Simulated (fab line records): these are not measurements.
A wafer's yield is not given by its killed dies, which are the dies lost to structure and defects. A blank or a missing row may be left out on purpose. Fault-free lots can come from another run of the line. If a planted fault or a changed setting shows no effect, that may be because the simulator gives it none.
A lot that was struck, set against a sound lot	flow n5Finfet	38 out of 1938 route steps
Sound: these wafers, L142.1, L142.3, L142.6. Struck: wafers L132.1, L132.5, L132.6. Last of all comes the cause.
Each step with rows lists, per side, the tool, then ch with its chambers, then its first start. Under that, the readings that differ: sound wafers	struck wafers	difference of the means	sigmas: that difference in standard deviations of wafers without a fault.
alike: a reading whose means differ by less than 2 such deviations, as well as words and numbers matching on both sides. not compared: withheld readings; readings where some wafer has no value; bounds like >300 that might hide an equal value; numbers whose values overlap and for which the record gives no deviation.
A row with sigmas, a row that says differs or no value, or rows on one side alone: a step with any of these is where the two part. When numbers do not overlap yet have no deviation, they are printed without sigmas and do not part them. A reading that every wafer of one side lacks parts them only if that side has two wafers or more.

first, 9 steps without rows for these wafers: N5_BEOL_M8_DESCUM_33 (chemistry O2, time 7 s); N5_BEOL_M8_ETCH_72 (etches underlayer in N2/H2, target depth 6.5 nm, time 5.2 s); N5_BEOL_M8_ETCH_65 (etches SiARC in CF4, target depth 15.6 nm, time 26 s); N5_BEOL_M8_ETCH_66 (etches SOC in N2/H2, target depth 80 nm, overetch 16 nm, time 120 s); N5_BEOL_M8_STRIP_69 (strips in N2/H2); N5_BEOL_M8_STRIP_73 (strips in N2/H2); N5_BEOL_M8_VIA_ETCH_34 (etches SiCOH lowk in C4F6/O2, target depth 125.5 nm, time 50.5 s); N5_BEOL_M8_STRIP_76 (strips in C4F6/O2); N5_BEOL_M8_STRIP_36 (strips in N2/H2).
N5_BEOL_M8_TRENCH_ETCH_37: etches SiCOH lowk in C4F6/O2, target depth 93.478 nm, time 31.2 s.
  sound on rieDiel-04 ch 1,2, day 15 00:55; struck on rieDiel-04 ch 0,3, day 11 12:35
reading	sound	struck	difference	sigmas
rfFwdPowerW (W)	338.0 340.1 338.2	258.3 258.1 257.1	-80.9	-58
rfVppV (V)	650 652 651	757 758 765	+109	+7
model.BEOL_M8.featureDepthNm (nm)	91.2 89.4 88.6	85.8 84.8 82.4	-5.4	
model.etch.depthNm (nm)	91.16 89.35 88.7	85.72 84.79 82.47	-5.41	
  alike: drypumpMotorCurrentA, oes_ar_750_au, oesProductAu, showerheadPlenumPTorr, throttleValvePct
  not compared: rfHoursCounterH
then, 2 steps without rows for these wafers: N5_BEOL_M8_ETCH_41 (etches SiCN in CH3F/O2, target depth 31.9 nm, time 57.8 s); N5_BEOL_M8_STRIP_80 (strips in N2/H2, time 10 s).
N5_BEOL_M8_OCD_MEAS_38:
  struck on ocd-02, day 11 12:44; sound on ocd-02, day 15 01:04
reading	sound	struck	difference	sigmas
trenchDepthNm (nm)	91.4 89.4 88.1	85.8 84.7 82.8	-5.2	-2
then, 13 steps without rows for these wafers: N5_BEOL_M8_HM_STRIP_39 (strips TiN in peroxide tin strip, target depth 25 nm, time 158 s); N5_BEOL_M8_SRD_40 (time 30 s); N5_BEOL_M8_PRECLEAN_42 (cleans in residue remover, time 60 s); N5_BEOL_M8_SRD_43 (time 30 s); N5_BEOL_M8_CURE_75 (cures SiCOH lowk, time 120 s); N5_BEOL_M8_DEGAS_44 (time 60 s); N5_BEOL_M8_PRE_CLEAN_45 (time 30 s); N5_BEOL_M8_ALD_77 (deposits TaN, target thk 2 nm, pulse time 2 s, purge time 3 s); N5_BEOL_M8_SURFACE_TREAT_79; N5_BEOL_M8_CVD_78 (deposits Co from CCTBA/H2, target thk 2 nm, time 142.3 s); N5_BEOL_M8_SPUTTER_48 (material Cu, target thk 10 nm, time 1.667 s); N5_BEOL_M8_ECD_50 (material Cu, target thk 300 nm); N5_BEOL_M8_ANNEAL_51 (time 90 s).
N5_BEOL_M8_CMP_52: polishes, stops on SiCOH lowk, t overpolish 6.9 s, target thk 80 nm.
  sound on cmp-02 ch 0,3, day 15 04:32; struck on cmp-03 ch 0,2,3, day 11 16:58
reading	sound	struck	difference	sigmas
model.Cu_of_BEOL_M8_ECD_50.thkNm (nm)	79 76.6 77.4	71 71.2 71	-7	
  alike: barrierFieldEndpointS, edgeZonePressureFrac, motorCurrentA, overpolishRunS, timeToEndpointS
  not compared: padLifeWafers
N5_BEOL_M8_THK_MEAS_53: measures by xrf.
  struck on filmMetro-02, day 11 17:09; sound on filmMetro-02, day 15 04:50
reading	sound	struck	difference	sigmas
M8_THK (nm)	79 77 78	72 71 71	-7	-2
then, 2 steps without rows for these wafers: N5_BEOL_M8_PRE_CLEAN_55 (time 15 s); N5_BEOL_M8_DEP_56 (deposits SiCN from 3MS/NH3, target thk 10 nm, time 17.5 s).
N5_BEOL_M8_RS_MEAS_57: a four-point-probe measurement.
  struck on filmMetro-01, day 11 17:17; sound on filmMetro-02, day 15 04:58
reading	sound	struck	difference	sigmas
M8_RS (ohm/sq)	0.291 0.301 0.297	0.330 0.328 0.329	+0.033	+3
then, 5 steps without rows for these wafers: N5_BEOL_M9_ILD_DEP_00 (deposits SiCOH lowk from DEMS/porogen, target thk 308.51 nm, time 58 s); N5_BEOL_M9_CURE_71 (cures SiCOH lowk, time 240 s); N5_BEOL_M9_PECVD_70 (deposits SiO2 from TEOS/O2, target thk 20 nm, time 22.7 s); N5_BEOL_M9_HM_DEP_02 (deposits TiN, target thk 20 nm); N5_BEOL_M9_COAT_59 (time 60 s, resist thk 100 nm).
-- the record jumps here: 2 days lie between the struck wafers' starts before and after (it left off in module BEOL_M9 and takes up again in module BEOL_M15, whose first step shown is number 1830 of the route) --
N5_BEOL_M15_RC_MEAS_101:
  sound on prober-01 ch 0, day 17 06:38; struck on prober-02 ch 0, day 13 22:44
reading	sound	struck	difference	sigmas
SERP_M10 (ohm/um)	2.96 2.94 2.97	3.24 3.14 3.18	+0.23	+2
SERP_M8_max_site (ohm/um)	13.6 15.1 14.7	16.7 15.8 15.6	+1.6	+2
  alike: COMB_M10, COMB_M10_max_site, COMB_M11, COMB_M12, COMB_M13, COMB_M14, COMB_M15, COMB_M5, COMB_M6, COMB_M7, COMB_M8, COMB_M9, SERP_M11, SERP_M12, SERP_M12_max_site, SERP_M13, SERP_M14, SERP_M5, SERP_M6, SERP_M7, SERP_M8, SERP_M9
N5_PASSIVATION_PROBE_49:
  struck on prober-02, day 14 14:23; sound on prober-02, day 17 22:53
  alike: defectLimitedYield, killed_at_M0_to_M3, killed_at_M4_up, killedAtContacts, killedAtFrontEnd, killedAtOther, killedDies, killedOpen, killedShort, sort_bin_5_function, sort_bin_6_memory, sortNPass, sortYieldPct

## WHERE THEY PART
Earliest at N5_BEOL_M8_TRENCH_ETCH_37; latest, in this record, at N5_BEOL_M15_RC_MEAS_101. Later steps at which nothing parts them and some readings are alike: N5_PASSIVATION_PROBE_49.

WHY: the cause the simulator had injected
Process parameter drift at N5_BEOL_M8_TRENCH_ETCH_37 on rieDiel-04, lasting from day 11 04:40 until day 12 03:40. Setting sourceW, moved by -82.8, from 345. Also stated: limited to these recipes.
